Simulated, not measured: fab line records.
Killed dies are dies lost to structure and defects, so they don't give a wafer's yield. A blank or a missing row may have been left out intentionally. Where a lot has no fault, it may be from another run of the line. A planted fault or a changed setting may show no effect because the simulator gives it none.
fab line records | flow n5_finfet
[record] lots = 6 | wafers = 18 | last_day = 17
route steps=1938 shown BEOL_M1@819 BEOL_M4@1111 PASSIVATION@1936
lots that met no fault: from a run of the same line without faults
start_h: the number of hours between the record's first day and the start of the first shown wafer of the lot | wait_h: how many hours have passed since the lot's step before this one | " same as the row above | L1.1+2: several wafers, shown together as one row | - either no value or no given start | * or withheld: withheld | < > ~ a bound
route shown NAME@n: NAME is a module with steps in the file, n the number in the route of the first one | usual: average and standard deviation across the fault-free wafers | same: alike in all rows | chamber/n: place in a boat | sites: per-site readings | _std_site: the values' standard deviation | _edge_site: the outer-site mean with the inner-site mean subtracted | radius_mm: how far each site lies from the wafer's centre | mask NAME#n: copy n | behind: the last tool/chamber to shape the wafer | hold: the reason the lot was held/the length of the hold in hours/how it ended | device: which transistor (n, p or np) failed to switch | end of line: the same wafers' tests at the end of the route | a step given without rows: its recipe and nothing more | killed: not the wafer's yield, but the dies lost to structure and defects at the first sort | map: per-die view of a wafer (x killed, . not killed, _ where there is no die)
set.NAME: the setting the step ran with; set.NAME@STEP: the setting that earlier step ran with | model.NAME: the simulator's own value behind a step, which no gauge read
lots seen at some steps along the route; tables by step, rows by wafer
services: a tool's chamber out of use, with start hour (start_h, from the record's first day; less than 0 if before it), hours out, and reason
[[steps]]
[step N5_BEOL_M1_ANNEAL_82]
[recipe] temp_c = 400 | time_s = 240 | ambient = vacuum
[usual] heater_power_w = 863/84
lot.wafer | tool           | chamber | start_h | wait_h | heater_power_w
L839.1    | pvd_sputter-02 | -       | 129.46  | 0.0    | 926
L839.5    | "              | -       | "       | "      | 820
L839.6    | "              | -       | "       | "      | 925
L841.1    | pvd_sputter-03 | -       | 140.52  | 0.0    | 881
L841.2    | "              | -       | "       | "      | 779
L841.4    | "              | -       | "       | "      | 799
L855.1    | pvd_sputter-01 | -       | 219.30  | 0.0    | 985
L855.4    | "              | -       | "       | "      | 847
L855.5    | "              | -       | "       | "      | 914
L854.2    | pvd_sputter-03 | -       | 219.81  | 0.0    | 958
L854.3    | "              | -       | "       | "      | 886
L854.5    | "              | -       | "       | "      | 862
L858.2    | pvd_sputter-01 | -       | 240.60  | 0.0    | 915
L858.3    | "              | -       | "       | "      | 809
L858.4    | "              | -       | "       | "      | 981
L862.1    | pvd_sputter-03 | -       | 266.49  | 0.0    | 899
L862.2    | "              | -       | "       | "      | 973
L862.5    | "              | -       | "       | "      | 787
[step N5_BEOL_M1_SPUTTER_86]
[recipe] material = Cu | target_thk_a = 45 | temp_c = -20 | chamber_pressure_pa = 0.07 | power_w = withheld | time_s = 8.29
[usual] chuck_sensor_temp_C = -15.9/0.37 | throttle_valve_pct = 30.3/1
lot.wafer | tool           | chamber | start_h | wait_h | chuck_sensor_temp_C | throttle_valve_pct
L839.1    | pvd_sputter-02 | -       | 129.60  | 0.1    | -15.3               | 29.7
L839.5    | "              | -       | "       | "      | -16.2               | 30.1
L839.6    | "              | -       | "       | "      | -15.3               | 29.7
L841.1    | pvd_sputter-03 | -       | 140.66  | 0.1    | -16.2               | 28.5
L841.2    | "              | -       | "       | "      | -16.1               | 31.0
L841.4    | "              | -       | "       | "      | -15.9               | 30.3
L855.1    | pvd_sputter-01 | -       | 219.44  | 0.1    | -15.6               | 31.0
L855.4    | "              | -       | "       | "      | -16.3               | 31.6
L855.5    | "              | -       | "       | "      | -15.3               | 30.2
L854.2    | pvd_sputter-03 | -       | 219.95  | 0.1    | -16.3               | 30.5
L854.3    | "              | -       | "       | "      | -16.3               | 28.6
L854.5    | "              | -       | "       | "      | -16.1               | 28.3
L858.2    | pvd_sputter-01 | -       | 240.74  | 0.1    | -15.5               | 30.1
L858.3    | "              | -       | "       | "      | -16.5               | 31.8
L858.4    | "              | -       | "       | "      | -15.7               | 31.2
L862.1    | pvd_sputter-03 | -       | 266.63  | 0.1    | -16.0               | 28.6
L862.2    | "              | -       | "       | "      | -16.0               | 30.6
L862.5    | "              | -       | "       | "      | -15.8               | 30.7
[step N5_BEOL_M1_ANNEAL_87]
[recipe] temp_c = 400 | time_s = 240 | ambient = vacuum
[step N5_BEOL_M1_SPUTTER_88]
[recipe] material = Cu | target_thk_a = 45 | temp_c = -20 | chamber_pressure_pa = 0.07 | power_w = withheld | time_s = 8.29
[step N5_BEOL_M1_ANNEAL_89]
[recipe] temp_c = 400 | time_s = 240 | ambient = vacuum
[usual] heater_power_w = 862/81
lot.wafer | tool           | chamber | start_h | wait_h | heater_power_w
L839.1    | pvd_sputter-02 | -       | 129.90  | 0.0    | 910
L839.5    | "              | -       | "       | "      | 801
L839.6    | "              | -       | "       | "      | 924
L841.1    | pvd_sputter-03 | -       | 140.96  | 0.0    | 887
L841.2    | "              | -       | "       | "      | 818
L841.4    | "              | -       | "       | "      | 791
L855.1    | pvd_sputter-01 | -       | 219.74  | 0.0    | 950
L855.4    | "              | -       | "       | "      | 823
L855.5    | "              | -       | "       | "      | 925
L854.2    | pvd_sputter-03 | -       | 220.25  | 0.0    | 972
L854.3    | "              | -       | "       | "      | 882
L854.5    | "              | -       | "       | "      | 882
L858.2    | pvd_sputter-01 | -       | 241.04  | 0.0    | 922
L858.3    | "              | -       | "       | "      | 800
L858.4    | "              | -       | "       | "      | 983
L862.1    | pvd_sputter-03 | -       | 266.93  | 0.0    | 908
L862.2    | "              | -       | "       | "      | 989
L862.5    | "              | -       | "       | "      | 810
[step N5_BEOL_M1_SPUTTER_90]
[recipe] material = Cu | target_thk_a = 45 | temp_c = -20 | chamber_pressure_pa = 0.07 | power_w = withheld | time_s = 8.29
[step N5_BEOL_M1_ANNEAL_91]
[recipe] temp_c = 400 | time_s = 240 | ambient = vacuum
[step N5_BEOL_M1_SPUTTER_92]
[recipe] material = Cu | target_thk_a = 45 | temp_c = -20 | chamber_pressure_pa = 0.07 | power_w = withheld | time_s = 8.29
[step N5_BEOL_M1_ANNEAL_93]
[recipe] temp_c = 400 | time_s = 240 | ambient = vacuum
[usual] heater_power_w = 862/82
lot.wafer | tool           | chamber | start_h | wait_h | heater_power_w
L839.1    | pvd_sputter-02 | -       | 130.34  | 0.0    | 919
L839.5    | "              | -       | "       | "      | 801
L839.6    | "              | -       | "       | "      | 911
L841.1    | pvd_sputter-03 | -       | 141.40  | 0.0    | 873
L841.2    | "              | -       | "       | "      | 813
L841.4    | "              | -       | "       | "      | 787
L855.1    | pvd_sputter-01 | -       | 220.18  | 0.0    | 981
L855.4    | "              | -       | "       | "      | 838
L855.5    | "              | -       | "       | "      | 908
L854.2    | pvd_sputter-03 | -       | 220.69  | 0.0    | 984
L854.3    | "              | -       | "       | "      | 885
L854.5    | "              | -       | "       | "      | 883
L858.2    | pvd_sputter-01 | -       | 241.48  | 0.0    | 940
L858.3    | "              | -       | "       | "      | 853
L858.4    | "              | -       | "       | "      | 991
L862.1    | pvd_sputter-03 | -       | 267.37  | 0.0    | 892
L862.2    | "              | -       | "       | "      | 960
L862.5    | "              | -       | "       | "      | 789
[step N5_BEOL_M1_SPUTTER_94]
[recipe] material = Cu | target_thk_a = 45 | temp_c = -20 | chamber_pressure_pa = 0.07 | power_w = withheld | time_s = 8.29
[step N5_BEOL_M1_ANNEAL_95]
[recipe] temp_c = 400 | time_s = 240 | ambient = vacuum
[step N5_BEOL_M1_SPUTTER_96]
[recipe] material = Cu | target_thk_a = 45 | temp_c = -20 | chamber_pressure_pa = 0.07 | power_w = withheld | time_s = 8.29
[step N5_BEOL_M1_ECD_50]
[recipe] material = Cu | target_thk_a = 3000
lot.wafer | tool      | chamber | start_h | wait_h | model.Cu_of_BEOL_M1_ECD_50.thk_nm
L839.1    | ecd_cu-02 | 0       | 130.82  | 0.1    | 298.6
L839.5    | "         | 1       | "       | "      | 296.4
L839.6    | "         | 0       | "       | "      | 299.6
L841.1    | ecd_cu-02 | 1       | 141.88  | 0.1    | 297
L841.2    | "         | 0       | "       | "      | 299.8
L841.4    | "         | 0       | "       | "      | 299.2
L855.1    | ecd_cu-02 | 1       | 220.66  | 0.1    | 476.8
L855.4    | "         | 0       | "       | "      | 306.4
L855.5    | "         | 1       | "       | "      | 472.8
L854.2    | ecd_cu-02 | 0       | 221.17  | 0.1    | 292.8
L854.3    | "         | 1       | "       | "      | 470.8
L854.5    | "         | 0       | "       | "      | 299
L858.2    | ecd_cu-01 | 1       | 241.95  | 0.1    | 295.6
L858.3    | "         | 0       | "       | "      | 296.4
L858.4    | "         | 1       | "       | "      | 299.8
L862.1    | ecd_cu-01 | 0       | 267.85  | 0.1    | 299
L862.2    | "         | 1       | "       | "      | 300
L862.5    | "         | 0       | "       | "      | 300.4
[step N5_BEOL_M1_ANNEAL_51]
[recipe] temp_c = 225 | time_s = 90 | ambient = N2
[usual] anneal_temp_c_max = 226.4/0.32 | wafer_temp_C_max = 226.3/0.52
lot.wafer | tool          | chamber | start_h | wait_h | anneal_temp_c_max | wafer_temp_C_max
L839.1    | rtp_anneal-02 | 0       | 130.90  | 0.1    | 226.2             | 225.8
L839.5    | "             | 0       | "       | "      | 226.3             | 225.9
L839.6    | "             | 0       | "       | "      | 226.1             | 226.1
L841.1    | rtp_anneal-02 | 0       | 141.97  | 0.1    | 226.9             | 226.4
L841.2    | "             | 0       | "       | "      | 226.5             | 226.2
L841.4    | "             | 0       | "       | "      | 226.4             | 226.6
L855.1    | rtp_anneal-02 | 0       | 220.74  | 0.1    | 226.3             | 226.3
L855.4    | "             | 0       | "       | "      | 226.4             | 226.7
L855.5    | "             | 0       | "       | "      | 226.8             | 226.5
L854.2    | rtp_anneal-01 | 0       | 221.29  | 0.1    | 226.3             | 225.8
L854.3    | "             | 0       | "       | "      | 226.0             | 226.0
L854.5    | "             | 0       | "       | "      | 226.0             | 225.7
L858.2    | rtp_anneal-02 | 0       | 242.08  | 0.1    | 226.6             | 226.5
L858.3    | "             | 0       | "       | "      | 226.8             | 226.6
L858.4    | "             | 0       | "       | "      | 226.7             | 226.6
L862.1    | rtp_anneal-02 | 0       | 267.93  | 0.1    | 226.7             | 226.6
L862.2    | "             | 0       | "       | "      | 226.5             | 227.2
L862.5    | "             | 0       | "       | "      | 226.6             | 227.1
[step N5_BEOL_M1_CMP_52]
[recipe] stop_on = SiOC | t_overpolish_s = 6.8 | down_force_psi = 1 | platen_rpm = 50 | clearing_platen_down_force_psi = 1.5 | clearing_platen_rpm = 50 | post_cmp_clean = cu_alkaline | target_thk_nm = 40 | clearing_platen_pad_velocity_m_s = 0.99484 | pad_velocity_m_s = 0.99484
[usual] motor_current_A = 6.4/0.76 | time_to_endpoint_s = 62.5/2.8
lot.wafer | tool   | chamber | start_h | wait_h | motor_current_A | time_to_endpoint_s
L839.1    | cmp-02 | 1       | 131.24  | 0.3    | 6.7             | 63.6
L839.5    | "      | 0       | "       | "      | 5.3             | 65.3
L839.6    | "      | 1       | "       | "      | 7.0             | 61.7
L841.4    | cmp-04 | 1       | 142.30  | 0.2    | 7.0             | 62.0
L841.2    | "      | 2       | "       | "      | 7.3             | 61.2
L841.1    | "      | 3       | "       | "      | 6.8             | 59.7
L855.1    | cmp-02 | 2       | 221.03  | 0.3    | 5.6             | 104.3
L855.4    | "      | 3       | "       | "      | 5.5             | 65.8
L855.5    | "      | 3       | "       | "      | 5.5             | 100.0
L854.2    | cmp-01 | 2       | 221.55  | 0.2    | 6.6             | 61.6
L854.3    | "      | 0       | "       | "      | 7.7             | 97.6
L854.5    | "      | 3       | "       | "      | 6.9             | 63.2
L858.4    | cmp-02 | 3       | 242.33  | 0.1    | 5.7             | 59.0
L858.3    | "      | 0       | "       | "      | 5.2             | 57.6
L858.2    | "      | 1       | "       | "      | 6.6             | 59.1
L862.1    | cmp-04 | 2       | 268.47  | 0.5    | 6.7             | 63.8
L862.2    | "      | 3       | "       | "      | 6.1             | 61.0
L862.5    | "      | 1       | "       | "      | 6.9             | 63.6
[step N5_BEOL_M1_THK_MEAS_53]
[recipe] thk_meas_gauge = xrf | reads = Cu_of_BEOL_M1_ECD_50
[usual] M1_THK = 40.1/1.4
lot.wafer | tool          | chamber | start_h | wait_h | M1_THK[nm]
L839.1    | film_metro-02 | -       | 131.49  | -      | 40.5
L839.5    | "             | -       | "       | "      | 43.6
L839.6    | "             | -       | "       | "      | 42.0
L841.1    | film_metro-02 | -       | 142.56  | -      | 39.4
L841.2    | "             | -       | "       | "      | 39.7
L841.4    | "             | -       | "       | "      | 42.1
L855.1    | film_metro-02 | -       | 221.33  | -      | 40.6
L855.4    | "             | -       | "       | "      | 43.9
L855.5    | "             | -       | "       | "      | 41.1
L854.2    | film_metro-01 | -       | 221.84  | -      | 39.9
L854.3    | "             | -       | "       | "      | 39.4
L854.5    | "             | -       | "       | "      | 39.0
L858.2    | film_metro-01 | -       | 242.62  | -      | 38.5
L858.3    | "             | -       | "       | "      | 38.7
L858.4    | "             | -       | "       | "      | 39.2
L862.1    | film_metro-01 | -       | 268.69  | -      | 41.0
L862.2    | "             | -       | "       | "      | 40.3
L862.5    | "             | -       | "       | "      | 40.7
[step N5_BEOL_M4_RC_MEAS_101]
[usual] DIBL_N = 36.3/1.4 | DIBL_P = 36.2/1.5 | IOFF_N = 0.160/0.021 | IOFF_P = 0.211/0.027 | ION_N = 676/7.7 | ION_P = 463/5.5 | SS_N = 71.4/0.57 | SS_P = 73.3/0.58 | VT_N = 249.3/2.5 | VT_P = -250.1/2.6
lot.wafer | tool      | chamber | start_h | wait_h | DIBL_N[mV/V] | DIBL_P[mV/V] | IOFF_N[nA/um] | IOFF_P[nA/um] | ION_N[uA/um] | ION_P[uA/um] | SS_N[mV/dec] | SS_P[mV/dec] | VT_N[mV] | VT_P[mV]
L839.1    | prober-01 | 0       | 162.84  | 0.0    | 37.1         | 37.7         | 0.187         | 0.224         | 686          | 463          | 72.2         | 74.4         | 246.9    | -249.4
L839.5    | "         | 0       | "       | "      | 35.0         | 35.0         | 0.148         | 0.181         | 678          | 459          | 71.2         | 72.5         | 250.4    | -254.1
L839.6    | "         | 0       | "       | "      | 35.6         | 35.7         | 0.160         | 0.191         | 677          | 462          | 71.8         | 72.8         | 250.4    | -252.0
L841.1    | prober-01 | 0       | 186.17  | 0.0    | 35.0         | 34.9         | 0.153         | 0.194         | 679          | 465          | 71.6         | 73.1         | 251.5    | -250.2
L841.2    | "         | 0       | "       | "      | 38.0         | 39.2         | 0.222         | 0.272         | 688          | 474          | 72.5         | 73.7         | 245.6    | -248.3
L841.4    | "         | 0       | "       | "      | 36.8         | 37.9         | 0.192         | 0.233         | 690          | 462          | 71.9         | 73.1         | 247.1    | -247.0
L854.2    | prober-02 | 0       | 260.93  | 0.2    | 38.2         | 36.8         | 0.173         | 0.255         | 680          | 475          | 72.0         | 73.2         | 246.5    | -247.3
L854.3    | "         | 0       | "       | "      | 39.0         | 37.5         | 0.184         | 0.272         | 672          | 468          | 72.5         | 73.5         | 247.7    | -243.9
L854.5    | "         | 0       | "       | "      | 36.9         | 35.7         | 0.155         | 0.238         | 669          | 465          | 71.5         | 73.7         | 249.3    | -247.5
L855.1    | prober-01 | 0       | 265.43  | 0.0    | 36.7         | 36.4         | 0.168         | 0.226         | 667          | 460          | 71.3         | 73.5         | 250.0    | -250.0
L855.4    | "         | 0       | "       | "      | 37.6         | 36.9         | 0.180         | 0.233         | 680          | 463          | 72.1         | 73.8         | 248.1    | -250.6
L855.5    | "         | 0       | "       | "      | 37.4         | 37.1         | 0.182         | 0.235         | 674          | 463          | 71.6         | 73.4         | 247.5    | -249.8
L858.2    | prober-02 | 0       | 276.27  | 0.2    | 34.5         | 33.4         | 0.134         | 0.177         | 673          | 460          | 70.6         | 72.8         | 250.8    | -250.7
L858.3    | "         | 0       | "       | "      | 36.4         | 35.8         | 0.172         | 0.203         | 685          | 461          | 71.2         | 73.6         | 247.1    | -255.4
L858.4    | "         | 0       | "       | "      | 35.2         | 34.1         | 0.147         | 0.186         | 675          | 460          | 71.2         | 72.7         | 248.0    | -252.7
L862.1    | prober-01 | 0       | 313.17  | 0.0    | 35.4         | 35.1         | 0.131         | 0.199         | 674          | 464          | 71.6         | 72.8         | 253.6    | -252.5
L862.2    | "         | 0       | "       | "      | 39.0         | 38.7         | 0.198         | 0.253         | 678          | 463          | 72.7         | 73.9         | 248.9    | -249.4
L862.5    | "         | 0       | "       | "      | 35.8         | 35.4         | 0.136         | 0.192         | 668          | 455          | 72.0         | 72.1         | 253.2    | -252.4
[step N5_PASSIVATION_PROBE_49]
[usual] defect_limited_yield = 91.3/1.4 | killed_at_M0_to_M3 = 34/10 | killed_at_M4_up = 13/4.8 | killed_at_contacts = 12/6.1 | killed_at_front_end = 40/11 | killed_at_other = 3.7/2.8 | killed_dies = 103/16 | killed_on_rim = 13/3.6 | killed_open = 67/12 | killed_short = 34/7.4 | sort_bin_5_function = 5.1/0.95 | sort_bin_6_memory = 3.2/0.62 | sort_n_pass = 1077/16 | sort_yield_pct = 91.3/1.4
[same] gross_dies = 1180 | killed_at_back_side = 0 | sort_bin_4_leakage[%] = 0 | sort_bin_8_speed[%] = 0
lot.wafer | tool      | chamber | start_h | wait_h | defect_limited_yield[%] | killed_at_M0_to_M3 | killed_at_M4_up | killed_at_contacts | killed_at_front_end | killed_at_other | killed_dies | killed_on_rim | killed_open | killed_short | sort_bin_5_function[%] | sort_bin_6_memory[%] | sort_n_pass | sort_yield_pct[%]
L839.1    | prober-01 | -       | 271.41  | 0.0    | 90.9                    | 50                 | 12              | 8                  | 27                  | 10              | 107         | 16            | 80          | 27           | 5.4                    | 3.2                  | 1073        | 90.9
L839.5    | prober-01 | -       | 271.61  | 0.2    | 89.7                    | 26                 | 21              | 13                 | 55                  | 7               | 122         | 17            | 85          | 37           | 6.4                    | 3.7                  | 1058        | 89.7
L839.6    | prober-01 | -       | 271.66  | 0.3    | 91.7                    | 25                 | 10              | 6                  | 54                  | 3               | 98          | 10            | 67          | 31           | 4.5                    | 3.6                  | 1082        | 91.7
L841.1    | prober-02 | -       | 288.39  | 0.0    | 91.0                    | 40                 | 12              | 3                  | 48                  | 3               | 106         | 19            | 69          | 35           | 4.8                    | 3.5                  | 1074        | 91.0
L841.2    | prober-02 | -       | 288.44  | 0.1    | 93.1                    | 32                 | 7               | 7                  | 36                  | 0               | 82          | 9             | 59          | 22           | 4.2                    | 2.5                  | 1098        | 93.1
L841.4    | prober-02 | -       | 288.54  | 0.2    | 92.6                    | 26                 | 12              | 11                 | 33                  | 5               | 87          | 12            | 64          | 22           | 4.4                    | 2.7                  | 1093        | 92.6
L854.2    | prober-01 | -       | 368.67  | 0.1    | 91.7                    | 22                 | 7               | 3                  | 59                  | 7               | 98          | 12            | 59          | 39           | 5.3                    | 3.0                  | 1082        | 91.7
L854.3    | prober-01 | -       | 368.72  | 0.1    | 94.0                    | 17                 | 9               | 4                  | 37                  | 4               | 71          | 10            | 53          | 16           | 3.1                    | 2.6                  | 1109        | 94.0
L854.5    | prober-01 | -       | 368.82  | 0.2    | 91.9                    | 24                 | 2               | 14                 | 49                  | 7               | 96          | 13            | 65          | 30           | 4.2                    | 3.7                  | 1084        | 91.9
L855.1    | prober-02 | -       | 371.73  | 0.0    | 92.7                    | 27                 | 15              | 20                 | 23                  | 1               | 86          | 13            | 54          | 30           | 4.1                    | 2.9                  | 1094        | 92.7
L855.4    | prober-02 | -       | 371.88  | 0.2    | 92.5                    | 29                 | 16              | 22                 | 19                  | 3               | 89          | 17            | 57          | 31           | 4.2                    | 3.0                  | 1091        | 92.5
L855.5    | prober-02 | -       | 371.93  | 0.2    | 94.5                    | 21                 | 9               | 8                  | 27                  | 0               | 65          | 7             | 42          | 22           | 3.1                    | 1.9                  | 1115        | 94.5
L858.2    | prober-01 | -       | 382.48  | 0.1    | 91.5                    | 38                 | 13              | 18                 | 29                  | 2               | 100         | 11            | 70          | 30           | 5.2                    | 3.3                  | 1080        | 91.5
L858.3    | prober-01 | -       | 382.53  | 0.1    | 90.9                    | 29                 | 24              | 12                 | 39                  | 3               | 107         | 13            | 63          | 40           | 5.8                    | 2.9                  | 1073        | 90.9
L858.4    | prober-01 | -       | 382.58  | 0.2    | 91.3                    | 33                 | 13              | 6                  | 51                  | 0               | 103         | 13            | 64          | 39           | 5.3                    | 2.8                  | 1077        | 91.3
// killed by level:class
L839.1 BEOL_M2:geometric_particle:open=11 BEOL_M0_SAQP:geometric_particle:short=10 BEOL_M3:geometric_particle:open=10 STI_FIN_REVEAL:geometric_particle:open=9 MOL_CONTACT_COAG:geometric_particle:open=8 BEOL_M0_SAQP:geometric_particle:open=8 FIN_SAQP:geometric_particle:open=6 BEOL_M4:geometric_particle:open=6
L839.5 STI_FIN_REVEAL:geometric_particle:open=14 FIN_SAQP:geometric_particle:open=11 MOL_CONTACT_COAG:geometric_particle:open=10 STARTING-WAFER:geometric_particle:open=6 BEOL_M7:geometric_particle:open=6 STI_FIN_REVEAL:geometric_particle:short=5 BEOL_M4:geometric_particle:open=5 STARTING-WAFER:geometric_particle:short=5
L839.6 STI_FIN_REVEAL:geometric_particle:open=23 STI_FIN_REVEAL:geometric_particle:short=7 DUMMY_GATE:geometric_particle:open=5 MOL_CONTACT_COAG:geometric_particle:open=5 BEOL_M0_SAQP:geometric_particle:short=5 BEOL_M0:geometric_particle:open=4 GATE_CUT:geometric_particle:short=3 GATE_CUT:geometric_particle:open=3
L841.1 BEOL_M2:geometric_particle:open=17 STI_FIN_REVEAL:geometric_particle:open=12 FIN_SAQP:geometric_particle:open=7 BEOL_M4:geometric_particle:open=6 BEOL_M3:geometric_particle:open=6 FIN_SAQP:geometric_particle:short=5 GATE_CUT:geometric_particle:short=5 STARTING-WAFER:geometric_particle:short=5
L841.2 STI_FIN_REVEAL:geometric_particle:open=16 BEOL_M2:geometric_particle:open=12 BEOL_M1:geometric_particle:open=6 MOL_CONTACT_COAG:geometric_particle:open=5 BEOL_M3:geometric_particle:open=5 GATE_CUT:geometric_particle:short=3 BEOL_M0_SAQP:geometric_particle:open=3 BEOL_M4:geometric_particle:open=3
L841.4 MOL_CONTACT_COAG:geometric_particle:open=10 FIN_SAQP:geometric_particle:open=9 BEOL_M4:geometric_particle:open=7 STI_FIN_REVEAL:geometric_particle:open=6 FIN_SAQP:geometric_particle:short=5 BEOL_M0_SAQP:geometric_particle:open=5 BEOL_M2:geometric_particle:open=5 BEOL_M0_SAQP:geometric_particle:short=4
L854.2 FIN_SAQP:geometric_particle:open=16 FIN_SAQP:geometric_particle:short=14 STI_FIN_REVEAL:geometric_particle:open=11 DUMMY_GATE:geometric_particle:open=5 BEOL_M1:geometric_particle:open=5 STI_FIN_REVEAL:geometric_particle:short=4 BEOL_M2:geometric_particle:open=4 BEOL_M0_SAQP:geometric_particle:short=3
L854.3 FIN_SAQP:geometric_particle:open=11 STI_FIN_REVEAL:geometric_particle:open=6 DUMMY_GATE:geometric_particle:open=6 BEOL_M2:geometric_particle:open=5 MOL_CONTACT_COAG:geometric_particle:open=4 BEOL_M0_SAQP:geometric_particle:short=3 BEOL_M8:geometric_particle:open=3 BEOL_M3:geometric_particle:open=3
L854.5 FIN_SAQP:geometric_particle:open=15 MOL_CONTACT_COAG:geometric_particle:open=11 BEOL_M2:geometric_particle:open=9 FIN_SAQP:geometric_particle:short=7 STI_FIN_REVEAL:geometric_particle:open=5 GATE_CUT:geometric_particle:short=5 BEOL_M0_SAQP:geometric_particle:open=4 STI_FIN_REVEAL:geometric_particle:short=3
L855.1 MOL_CONTACT_COAG:geometric_particle:open=15 BEOL_M1:geometric_particle:open=7 BEOL_M4:geometric_particle:open=7 BEOL_M0_SAQP:geometric_particle:short=6 FIN_SAQP:geometric_particle:short=5 BEOL_M2:geometric_particle:open=5 GATE_CUT:geometric_particle:short=4 MOL_CONTACT_COAG:geometric_particle:short=4
L855.4 MOL_CONTACT_COAG:geometric_particle:open=20 BEOL_M0_SAQP:geometric_particle:short=9 BEOL_M4:geometric_particle:open=7 FIN_SAQP:geometric_particle:short=5 BEOL_M1:geometric_particle:open=5 BEOL_M3:geometric_particle:short=4 GATE_CUT:geometric_particle:short=3 BEOL_M0:geometric_particle:open=3
L855.5 FIN_SAQP:geometric_particle:open=7 FIN_SAQP:geometric_particle:short=6 MOL_CONTACT_COAG:geometric_particle:open=6 BEOL_M0_SAQP:geometric_particle:short=5 BEOL_M3:geometric_particle:open=5 STARTING-WAFER:geometric_particle:open=5 BEOL_M0_SAQP:geometric_particle:open=4 BEOL_M4:geometric_particle:open=4
L858.2 MOL_CONTACT_COAG:geometric_particle:open=15 BEOL_M2:geometric_particle:open=13 BEOL_M0_SAQP:geometric_particle:open=7 FIN_SAQP:geometric_particle:short=6 FIN_SAQP:geometric_particle:open=5 BEOL_M0_SAQP:geometric_particle:short=5 STI_FIN_REVEAL:geometric_particle:open=4 BEOL_M2:geometric_particle:short=4
L858.3 MOL_CONTACT_COAG:geometric_particle:open=11 BEOL_M4:geometric_particle:open=11 FIN_SAQP:geometric_particle:open=9 FIN_SAQP:geometric_particle:short=9 BEOL_M0_SAQP:geometric_particle:short=8 BEOL_M2:geometric_particle:open=7 BEOL_M0_SAQP:geometric_particle:open=6 BEOL_M4:geometric_particle:short=6
L858.4 STI_FIN_REVEAL:geometric_particle:open=22 BEOL_M0_SAQP:geometric_particle:short=10 BEOL_M2:geometric_particle:open=9 FIN_SAQP:geometric_particle:short=6 BEOL_M4:geometric_particle:open=6 MOL_CONTACT_COAG:geometric_particle:open=5 BEOL_M0_SAQP:geometric_particle:open=5 STARTING-WAFER:geometric_particle:short=5
[[services]]
tool           | chamber | start_h | hours | kind
cmp-02         | -       | 118.16  | 4.0   | pm
ecd_cu-01      | -       | 119.99  | 1.3   | repair
cmp-01         | -       | 121.17  | 3.7   | repair
cmp-02         | -       | 122.16  | -     | consumable_replace:conditioner
cmp-02         | -       | 122.16  | -     | consumable_replace:pad
ecd_cu-02      | -       | 127.76  | 0.5   | repair
cmp-01         | -       | 140.30  | 2.7   | repair
pvd_sputter-02 | -       | 153.37  | 1.0   | repair
cmp-01         | -       | 157.30  | 1.3   | repair
cmp-04         | -       | 159.52  | 1.4   | repair
pvd_sputter-03 | -       | 169.70  | 3.3   | repair
cmp-04         | -       | 171.25  | 1.6   | repair
cmp-04         | -       | 189.08  | 0.5   | repair
cmp-04         | -       | 200.94  | 6.7   | repair
ecd_cu-01      | -       | 219.27  | 2.7   | repair
cmp-02         | -       | 230.48  | 1.0   | repair
cmp-01         | -       | 240.96  | 2.3   | repair
ecd_cu-02      | -       | 241.74  | 2.8   | repair
cmp-01         | -       | 251.52  | 6.1   | repair
cmp-02         | -       | 264.59  | 5.4   | pm
ecd_cu-02      | -       | 266.55  | 4.8   | pm
[[key]]
[first_sign] step = N5_BEOL_M1_CMP_52 | reading = time_to_endpoint_s | direction = up | sigmas = 14 | usual = * | struck = *
effect none on later readings
[model_effect] step = N5_BEOL_M1_ECD_50 | value = Cu_of_BEOL_M1_ECD_50.thk_nm | without = 297.7 | struck = 473.5
met_at N5_BEOL_M1_ECD_50
struck_wafers L854.3,L855.1,L855.5
onset_between 141.88 220.66
[fault] kind = process_parameter_drift | tool = ecd_cu-02 | chamber = 1 | onset_h = 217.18 | steps = N5_BEOL_M1_ECD_50 | channel = target_thk_a | offset = * | shape = step | end_h = 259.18 | acts_in = * | stated = *
